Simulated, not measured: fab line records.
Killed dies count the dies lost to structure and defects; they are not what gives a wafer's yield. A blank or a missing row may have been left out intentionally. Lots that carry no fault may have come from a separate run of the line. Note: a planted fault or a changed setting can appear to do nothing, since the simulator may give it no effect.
The tool behind it: which one? ; flow n5 finfet ; 7 lots, 21 wafers sampled, at 5 steps of a route of 1938

## WHAT THE GAUGES READ, wafer by wafer
N5_SPACER0_INSPECT_04: inspects for defects (darkfield).
lot;measured;on;raw defect count
L939;day 3 11:36;defect inspect-01;147 147 138
L941;day 4 00:49;defect inspect-02;119 114 98
L949;day 6 02:46;defect inspect-01;399 388 342
L950;day 6 08:28;defect inspect-01;397 376 407
L953;day 7 00:08;defect inspect-01;201 162 169
L956;day 7 16:49;defect inspect-01;104 147 123
L957;day 8 00:00;defect inspect-02;155 158 151

## EACH LOT AND THE TOOL THAT RAN IT (in order: tool; ch and the chambers of the sampled wafers; start)
lot;N5_DUMMY_GATE_TRIM_49;N5_DUMMY_GATE_STRIP_40;N5_DUMMY_GATE_ETCH_44;N5_DUMMY_GATE_STRIP_48
L939;rie si-04 ch 2,3, day 3 09:54;rie diel-01 ch 0,3, day 3 10:01;rie si-06 ch 0,1,3, day 3 10:36;rie diel-06 ch 0,1,3, day 3 10:49
L941;rie si-04 ch 0,1,3, day 3 23:16;rie diel-03 ch 2,3, day 3 23:22;rie si-06 ch 0,1,2, day 3 23:49;rie diel-01 ch 1,2,3, day 4 00:01
L949;rie si-04 ch 2,3, day 6 01:07;rie diel-03 ch 2,3, day 6 01:13;rie si-06 ch 1,2, day 6 01:47;rie diel-06 ch 2,3, day 6 01:59
L950;rie si-06 ch 1,2,3, day 6 06:44;rie diel-01 ch 0,1,2, day 6 06:53;rie si-06 ch 2,3, day 6 07:24;rie diel-06 ch 2,3, day 6 07:40
L953;rie si-06 ch 2,3, day 6 22:32;rie diel-03 ch 0,1, day 6 22:38;rie si-02 ch 2,3, day 6 23:04;rie diel-01 ch 2,3, day 6 23:19
L956;rie si-04 ch 1,2,3, day 7 15:07;rie diel-06 ch 0,1,3, day 7 15:13;rie si-02 ch 0,2,3, day 7 15:39;rie diel-03 ch 0,1, day 7 16:02
L957;rie si-04 ch 1,2,3, day 7 22:21;rie diel-01 ch 2,3, day 7 22:28;rie si-02 ch 1,2, day 7 22:59;rie diel-01 ch 1,2, day 7 23:12
- N5_DUMMY_GATE_TRIM_49: chemistry O2, time 29 s, target cd 14 nm.
- N5_DUMMY_GATE_STRIP_40: strips in CF4.
- N5_DUMMY_GATE_ETCH_44: etches poly-Si in HBr/O2, stops on SiO2, target depth 127.5 nm.
- N5_DUMMY_GATE_STRIP_48: strips in N2/H2, time 20 s.

## THE ANSWER, worked out from the rows above alone
Rule: usual is defined by the lots themselves. The widest of any qualifying gaps counts: lots, ordered by their means at a reading, are off when they make up no more than a third of the lots, leave a main group of 4 or more, and stand apart from it by 3 or more times the standard deviation of that group's means. The tables above print the reading to a certain number of digits; a main group whose means all agree to those digits is not used. A lot without any number at a reading at which 4 lots or more have one is off too. The other lots that the step has rows for count as sound.
Off at N5_SPACER0_INSPECT_04 (raw defect count): L949, L950. The main group has a mean of 142 with a standard deviation of 23.
A tool fits if, at a process step before that reading, it ran every lot that is off, and no sound lot after the first of them. The gauges at N5_SPACER0_INSPECT_04 are tried like those tools. Can't be told from this: 2 tools fit, rie si-06 at N5_DUMMY_GATE_ETCH_44, rie diel-06 at N5_DUMMY_GATE_STRIP_48.

## WHAT HAD BEEN PUT IN BY THE SIMULATOR
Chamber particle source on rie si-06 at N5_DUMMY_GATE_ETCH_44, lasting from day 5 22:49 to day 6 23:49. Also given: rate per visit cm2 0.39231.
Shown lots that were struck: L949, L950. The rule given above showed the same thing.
